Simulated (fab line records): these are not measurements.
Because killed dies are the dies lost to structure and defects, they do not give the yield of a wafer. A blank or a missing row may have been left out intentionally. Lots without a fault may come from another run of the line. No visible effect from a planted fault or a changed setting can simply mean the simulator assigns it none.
Which of the tools did it?	flow nand harc	Sampling: 12 lots, 34 wafers, 5 of 1159 route steps

== WHAT THE GAUGES READ, wafer by wafer ==
NHARC_A_M0_CD_MEAS_09: the cd target is 80 nm. Usual: cd nm 80.1 nm, standard deviation 0.63.
lot	measured	on	cd nm (nm)	flag
L536	day 17 18:51	cd sem-03	79.3 80.9 81.7	
L539	day 18 18:13	cd sem-02	80.4 80.6 80.7	
L542	day 19 02:52	cd sem-02	79.4 80.1 80.0	
L540	day 19 03:41	cd sem-02	80.0 80.6 80.0	
L548	day 20 03:19	cd sem-03	80.5 80.5 80.0	
L550	day 20 17:28	cd sem-01	79.8 80.4	
L552	day 21 18:23	cd sem-03	80.1 79.0	
L554	day 22 11:01	cd sem-01	79.4 78.4 79.7	
L555	day 22 11:23	cd sem-01	79.4 80.7 80.0	
L556	day 22 16:53	cd sem-02	80.1 80.8 79.7	
L558	day 23 07:29	cd sem-02	81.2 79.4 79.0	
L559	day 23 15:19	cd sem-02	80.1 79.8 79.6	

NHARC_A_M0_OVL_MEAS_10: pitch 160 nm. Usual: overlay x nm 0.1 nm, standard deviation 0.69; overlay y nm -0.2 nm, standard deviation 0.86.
lot	measured	on	overlay x nm (nm)	overlay y nm (nm)	flag
L536	day 17 18:56	overlay-01	0.8 1.1 0.3	-0.6 -0.6 -0.5	
L539	day 18 18:19	overlay-02	-1.1 -0.4 -0.7	-0.4 0.4 0.2	
L542	day 19 02:57	overlay-02	-0.3 -0.3 0.3	-0.3 0.8 0.2	
L540	day 19 03:47	overlay-02	-0.9 -0.3 -0.1	0.2 0.3 0.1	
L548	day 20 03:24	overlay-01	-1.1 -0.4 -1.2	-0.8 -0.5 -0.7	
L550	day 20 17:34	overlay-01	0.0 0.1	-0.4 -0.6	
L552	day 21 18:28	overlay-02	-0.2 -0.1	-0.5 -1.0	
L554	day 22 11:06	overlay-02	0.8 1.2 0.4	0.1 -0.2 0.0	
L555	day 22 11:29	overlay-01	-1.3 -0.6 -0.8	0.2 -0.4 -0.4	
L556	day 22 16:58	overlay-01	0.1 0.0 0.8	-1.3 -1.3 -1.4	
L558	day 23 07:34	overlay-02	0.3 0.8 0.5	1.2 1.3 1.1	
L559	day 23 15:24	overlay-02	0.2 0.3 0.3	0.4 0.9 0.9	

NHARC_A_M1_THK_MEAS_24: measures by xrf. Usual: thk nm 154.2 nm, standard deviation 1.7.
lot	measured	on	thk nm (nm)	flag
L536	day 18 01:32	film metro-02	157.2 156.8 154.2	
L539	day 19 00:53	film metro-02	155.6 155.8 151.4	
L542	day 19 09:38	film metro-02	152.3 154.2 150.9	
L540	day 19 10:25	film metro-02	154.2 154.4 157.4	
L548	day 20 10:17	film metro-02	155.4 153.7 156.4	
L550	day 21 00:35	film metro-02	153.6 148.2	
L552	day 22 01:04	film metro-01	157.9 155.3	
L554	day 22 18:22	film metro-01	150.6 156.6 152.8	
L555	day 22 19:07	film metro-01	152.6 153.0 153.4	
L556	day 22 23:31	film metro-02	153.4 157.0 155.5	
L558	day 23 14:32	film metro-02	155.4 155.4 155.2	
L559	day 23 22:37	film metro-01	154.7 154.2 153.4	

== WHICH TOOL RAN EACH LOT (tool, then ch and the chambers of the sampled wafers, then the start) ==
lot	NHARC_A_M1_STRIP_18	NHARC_A_M1_CMP_23
L536	rie diel-06 ch 1,2,3, day 17 23:27	cmp-03 ch 1,2,3, day 18 01:14
L539	rie diel-04 ch 1,2,3, day 18 22:55	cmp-03 ch 0,2,3, day 19 00:40
L542	rie diel-06 ch 1,3, day 19 07:34	cmp-02 ch 0,1, day 19 09:19
L540	rie diel-06 ch 0,1,2, day 19 08:23	cmp-04 ch 0,1,3, day 19 10:07
L548	rie diel-06 ch 0,1,3, day 20 08:03	cmp-04 ch 0,1,2, day 20 10:01
L550	rie diel-10 ch 0,1, day 20 22:33	cmp-04 ch 0,1, day 21 00:17
L552	rie diel-04 ch 2, day 21 23:02	cmp-04 ch 0,1, day 22 00:44
L554	rie diel-10 ch 0,1,3, day 22 16:16	cmp-03 ch 0,1,3, day 22 18:07
L555	rie diel-10 ch 0,1,2, day 22 17:02	cmp-03 ch 1,2,3, day 22 18:48
L556	rie diel-06 ch 0,2,3, day 22 21:31	cmp-03 ch 0,3, day 22 23:13
L558	rie diel-04 ch 1,3, day 23 12:22	cmp-02 ch 0,1,2, day 23 14:16
L559	rie diel-10 ch 1,2,3, day 23 19:58	cmp-02 ch 1,2,3, day 23 22:19
- NHARC_A_M1_STRIP_18: strips in N2/H2.
- NHARC_A_M1_CMP_23: polishes, t overpolish 20 s, target thk 154.34 nm.

== WHAT THE TOOLS THEMSELVES READ (means of the sampled wafers that have a number; where no wafer has one, the mark that the record gives instead) ==
NHARC_A_M1_STRIP_18. Usual: drypump motor current A 5.6 A, standard deviation 0.51; oes product au 1.000 a.u., standard deviation 0.0099; power w 999.2 W, standard deviation 2.6; rf vpp V 90.6 V, standard deviation 0.94; showerhead plenum p Torr 2.03 Torr, standard deviation 0.1; throttle valve pct 14.171 %, standard deviation 0.0085.
lot	tool	drypump motor current A (A)	oes product au (a.u.)	power w (W)	rf vpp V (V)	showerhead plenum p Torr (Torr)	throttle valve pct (%)	flag
L536	rie diel-06	5.6	0.989	999.3	89.8	1.98	14.169	
L539	rie diel-04	5.7	1.002	999.9	90.4	1.97	14.172	
L542	rie diel-06	5.8	0.997	995.9	90.2	1.97	14.173	
L540	rie diel-06	6.0	0.997	997.2	90.4	1.95	14.175	
L548	rie diel-06	5.6	1.005	996.8	90.2	2.01	14.174	
L550	rie diel-10	5.0	0.999	999.2	89.9	2.06	14.171	
L552	rie diel-04	5.8	0.994	1000.9	89.7	1.96	14.181	
L554	rie diel-10	5.4	0.998	997.4	90.6	2.06	14.172	
L555	rie diel-10	5.2	0.998	999.7	90.6	2.10	14.172	
L556	rie diel-06	5.4	0.996	1000.3	91.1	2.02	14.179	
L558	rie diel-04	5.8	1.003	1000.3	89.7	1.97	14.175	
L559	rie diel-10	5.7	1.008	999.1	91.8	2.14	14.182	

NHARC_A_M1_CMP_23. Usual: edge zone pressure frac 1.000, standard deviation 0.0046; motor current A 12.1 A, standard deviation 1.1; time to endpoint s 29 s, standard deviation 3.1.
lot	tool	edge zone pressure frac	motor current A (A)	time to endpoint s (s)	flag
L536	cmp-03	0.999	12.2	28	
L539	cmp-03	0.999	12.0	28	
L542	cmp-02	0.993	12.6	27	
L540	cmp-04	1.001	12.1	31	
L548	cmp-04	1.007	12.6	29	
L550	cmp-04	1.002	12.6	23	
L552	cmp-04	1.004	12.3	32	
L554	cmp-03	0.999	12.5	29	
L555	cmp-03	1.002	12.5	29	
L556	cmp-03	0.998	11.7	27	
L558	cmp-02	1.007	11.7	30	
L559	cmp-02	0.998	12.1	24	

== THE ANSWER, worked out from the rows above alone ==
Rule: a lot counts as off when the mean over its wafers that have a number is more than 3 standard deviations away from the usual mean. A lot without any number at a reading at which 4 lots or more have one is off too. The other lots that the step has rows for count as sound. The gauges are gone through in route order, then the tools' own readings, and for those a lot's mean is taken as printed above. At the first step where some lot is off, the reading lying furthest off is the one used; lots without a number count as furthest.
None of the lots is off at any reading shown; this tells nothing.

== WHAT WAS PUT IN BY THE SIMULATOR ==
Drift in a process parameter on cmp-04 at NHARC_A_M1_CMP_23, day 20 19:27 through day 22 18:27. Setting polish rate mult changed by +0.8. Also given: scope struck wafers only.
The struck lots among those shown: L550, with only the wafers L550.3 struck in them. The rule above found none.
